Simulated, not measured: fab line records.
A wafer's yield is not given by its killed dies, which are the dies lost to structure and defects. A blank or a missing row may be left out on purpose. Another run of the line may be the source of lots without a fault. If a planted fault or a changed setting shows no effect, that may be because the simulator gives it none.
Lot-split experiment ; flow n5_finfet ; 7 lots, 21 wafers read, on a route of 1938 steps

## THE SPLIT
At N5_BEOL_M6_COAT_22 (resist thk 30 nm), the setting spin_rpm was moved away from the recipe's 1500 rpm on 8 of the 21 wafers read, by -9.7% to +4.9%. This setting was run at the recipe's value on the other wafers.

## FROM THE SPLIT TO THE READING: what the file shows between them, 5 steps
- N5_BEOL_M6_EBR_24
- N5_BEOL_M6_SOFTBAKE_23: time 60 s
- N5_BEOL_M6_EXPOSE_25: exposes mask V5, target cd 40 nm
- N5_BEOL_M6_PEB_26: peb time 60 s
- N5_BEOL_M6_DEVELOP_27: develop time 30 s

## THE READING
CAR-EUV_of_BEOL_M6_COAT_22.thk_nm (the simulator's own value, which no gauge read), in nm, at N5_BEOL_M6_DESCUM_33 (chemistry O2, time 7 s). The file gives no usual value for it. Across the 13 wafers here that went through the recipe, the average is 26.1 nm and the standard deviation 0.092 nm.

wafer;tool, chamber at the split;spin_rpm as run, rpm;against the recipe;CAR-EUV_of_BEOL_M6_COAT_22.thk_nm, nm;against lot-mates on the recipe
L075.4;litho_track-02, 0;1500;recipe;26;-
L075.6;litho_track-02, 0;1500;recipe;26;-
L075.5;litho_track-02, 0;1500;recipe;26.2;-
L076.2;litho_track-03, 0;1500;recipe;26;-
L076.3;litho_track-03, 0;1500;recipe;26;-
L076.5;litho_track-03, 0;1500;recipe;26;-
L077.2;litho_track-02, 0;1500;recipe;26;-
L077.3;litho_track-02, 0;1500;recipe;26;-
L077.6;litho_track-02, 0;1500;recipe;26;-
L080.2;litho_track-01, 0;1563;+4.2%;25.6;-0.6
L080.3;litho_track-01, 0;1563;+4.2%;25.6;-0.6
L080.5;litho_track-01, 0;1500;recipe;26.2;-
L087.1;litho_track-03, 0;1573;+4.9%;25.4;-0.6
L087.3;litho_track-03, 0;1500;recipe;26;-
L087.4;litho_track-03, 0;1573;+4.9%;25.2;-0.8
L092.4;litho_track-03, 0;1571;+4.7%;25.4;-0.8
L092.5;litho_track-03, 0;1571;+4.7%;25.4;-0.8
L092.6;litho_track-03, 0;1500;recipe;26.2;-
L097.1;litho_track-03, 0;1500;recipe;26.2;-
L097.4;litho_track-03, 0;1355;-9.7%;27.8;+1.6
L097.6;litho_track-03, 0;1355;-9.7%;27.8;+1.6

FIT RESULTS
A straight line over all 21 wafers: CAR-EUV_of_BEOL_M6_COAT_22.thk_nm changes by -0.164 nm for each +1% of spin_rpm; r = -0.99; the points scatter about the line by 0.12 nm.
The same after taking each lot's own level away (the mean of its wafers on the recipe; 21 wafers): -0.161 nm for each +1%; r = -1.00; scatter 0.062 nm.
On that fit, the largest move of spin_rpm shifts the reading by 1.6 nm.
Across the lots, their own levels run from 26.00 to 26.20 nm, a range of 2.2 times the standard deviation given above.
The two slopes agree, so the slope changes little with the lot-to-lot level.
Check: +1.55 nm against its lot-mates is what the line predicts for one of the wafers moved furthest among these (-9.7%) when that wafer is left out of the fit. It came out at +1.6 nm against them.

## THE OTHER SPLITS THESE WAFERS WENT THROUGH
Other splits were also applied to these wafers ahead of the reading. Each is held against what the fit with the lots' levels taken away leaves over:
other split on the same wafers;wafers away from the commonest value;r with CAR-EUV_of_BEOL_M6_COAT_22.thk_nm (lot level and that fit taken away)
N5_BEOL_M0_TRENCH_ETCH_107 target_depth_a;7;+0.26
N5_BEOL_M2_DESCUM_16 time_s;7;-0.25
N5_BEOL_M2_COAT_67 spin_rpm;8;-0.15
N5_BEOL_M3_TRENCH_ETCH_37 time_s;7;+0.01
N5_BEOL_M4_ETCH_70 bias_w;9;-0.21
N5_BEOL_M4_TRENCH_ETCH_37 bias_w;5;+0.07
N5_BEOL_M6_COAT_63 spin_rpm;8;+0.32

## THE WHOLE CHAIN: every reading that the file lists as answering this split, in the file's order
step;what it does;reading;change (the file's fit);r (the file's)
N5_BEOL_M6_COAT_22;resist thk 30 nm;CAR-EUV_of_BEOL_M6_COAT_22.thk_nm (the simulator's own value, which no gauge read);-0.169 nm for each +1% of the setting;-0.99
N5_BEOL_M6_DEVELOP_27;develop time 30 s;CAR-EUV_of_BEOL_M6_COAT_22.thk_nm (the simulator's own value, which no gauge read);-0.154 nm for each +1% of the setting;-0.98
N5_BEOL_M6_DESCUM_33;chemistry O2, time 7 s;CAR-EUV_of_BEOL_M6_COAT_22.thk_nm (the simulator's own value, which no gauge read);-0.16 nm for each +1% of the setting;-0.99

## THE FILE'S OWN FIT
CAR-EUV_of_BEOL_M6_COAT_22.thk_nm changes by -0.16 nm for each +1% of spin_rpm, r = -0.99.
